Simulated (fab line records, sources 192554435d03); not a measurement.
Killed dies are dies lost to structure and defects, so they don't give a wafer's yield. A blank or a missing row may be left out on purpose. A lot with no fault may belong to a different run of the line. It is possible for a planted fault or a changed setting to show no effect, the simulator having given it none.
Which tool is to blame?    flow n5_finfet    12 lots with 36 wafers sampled at 3 steps, on a route of 1938 steps

== WHAT THE GAUGES SHOWED, per wafer ==
N5_BEOL_M10_THK_MEAS_53: measures by xrf. Usual: for M10_THK the level is 138.0 nm and the standard deviation is 2.5.
lot   measured      on             M10_THK (nm)       flag
L495  day 11 17:47  film_metro-01  135.7 135.1 136.4  
L494  day 11 18:22  film_metro-01  136.0 139.9 141.0  
L493  day 11 20:31  film_metro-01  137.7 139.7 138.0  
L498  day 12 17:40  film_metro-01  140.2 142.0 139.1  
L500  day 13 16:50  film_metro-01  135.2 136.4 132.3  
L503  day 13 21:44  film_metro-01  133.4 135.8 137.1  
L511  day 17 03:04  film_metro-02  133.5 139.1 142.2  
L510  day 17 05:52  film_metro-02  133.8 135.7 136.4  
L512  day 17 10:53  film_metro-01  137.5 138.1 136.6  
L515  day 17 20:09  film_metro-02  134.9 136.0 136.3  
L513  day 17 20:56  film_metro-02  138.2 136.9 141.4  
L514  day 18 13:24  film_metro-01  138.9 139.1 137.8  

N5_BEOL_M10_INSPECT_58: inspects for defects (darkfield). Usual: 68 for raw_defect_count, sd 21.
lot   measured      on                 raw_defect_count  flag
L495  day 11 17:57  defect_inspect-01  74 82 137         
L494  day 11 18:32  defect_inspect-01  103 64 72         
L493  day 11 20:41  defect_inspect-01  60 68 32          
L498  day 12 17:52  defect_inspect-01  105 95 106        
L500  day 13 17:00  defect_inspect-01  70 57 54          
L503  day 13 21:53  defect_inspect-01  50 61 66          
L511  day 17 03:15  defect_inspect-02  40 51 53          
L510  day 17 06:02  defect_inspect-01  81 91 90          
L512  day 17 11:04  defect_inspect-02  156 81 71         
L515  day 17 20:19  defect_inspect-01  88 70 62          
L513  day 17 21:08  defect_inspect-01  61 81 54          
L514  day 18 13:34  defect_inspect-02  47 60 28          

== WHAT TOOL EACH LOT RAN ON (gives the tool, then ch and the chambers of the sampled wafers, and finally the start) ==
lot   N5_BEOL_M10_DEGAS_44
L495  pvd_sputter-01, day 11 15:53
L494  pvd_sputter-03, day 11 16:39
L493  pvd_sputter-01, day 11 19:04
L498  pvd_sputter-03, day 12 14:44
L500  pvd_sputter-01, day 13 15:16
L503  pvd_sputter-02, day 13 20:16
L511  pvd_sputter-03, day 17 00:41
L510  pvd_sputter-01, day 17 02:56
L512  pvd_sputter-01, day 17 08:56
L515  pvd_sputter-03, day 17 18:26
L513  pvd_sputter-02, day 17 18:58
L514  pvd_sputter-01, day 18 11:50
- N5_BEOL_M10_DEGAS_44: time 60 s.

== WHAT THE TOOLS THEMSELVES READ (means of the sampled wafers that have a number; where no wafer has one, the mark that the record gives instead) ==
N5_BEOL_M10_DEGAS_44. Usual: 353 W for heater_power_w, sd 38.
lot   tool            heater_power_w (W)  flag
L495  pvd_sputter-01  316                 
L494  pvd_sputter-03  323                 
L493  pvd_sputter-01  346                 
L498  pvd_sputter-03  355                 
L500  pvd_sputter-01  381                 
L503  pvd_sputter-02  387                 
L511  pvd_sputter-03  380                 
L510  pvd_sputter-01  379                 
L512  pvd_sputter-01  357                 
L515  pvd_sputter-03  344                 
L513  pvd_sputter-02  382                 
L514  pvd_sputter-01  321                 

== THE ANSWER, worked out from the rows above alone ==
Rule: lot off if the mean of its wafers having a number is beyond 3 standard deviations from the usual mean. Also off: a lot with no number at a reading for which 4 or more lots have one. The other lots that the step has rows for count as sound. First the gauges in route order, then the tools' own readings, where a lot's mean is used as printed above. The first step at which some lot is off is used, and at that step the reading that is off furthest; a lot without a number counts as furthest.
No lot is off at any reading shown: from this, nothing can be told.

== WHAT THE SIMULATOR HAD PUT IN ==
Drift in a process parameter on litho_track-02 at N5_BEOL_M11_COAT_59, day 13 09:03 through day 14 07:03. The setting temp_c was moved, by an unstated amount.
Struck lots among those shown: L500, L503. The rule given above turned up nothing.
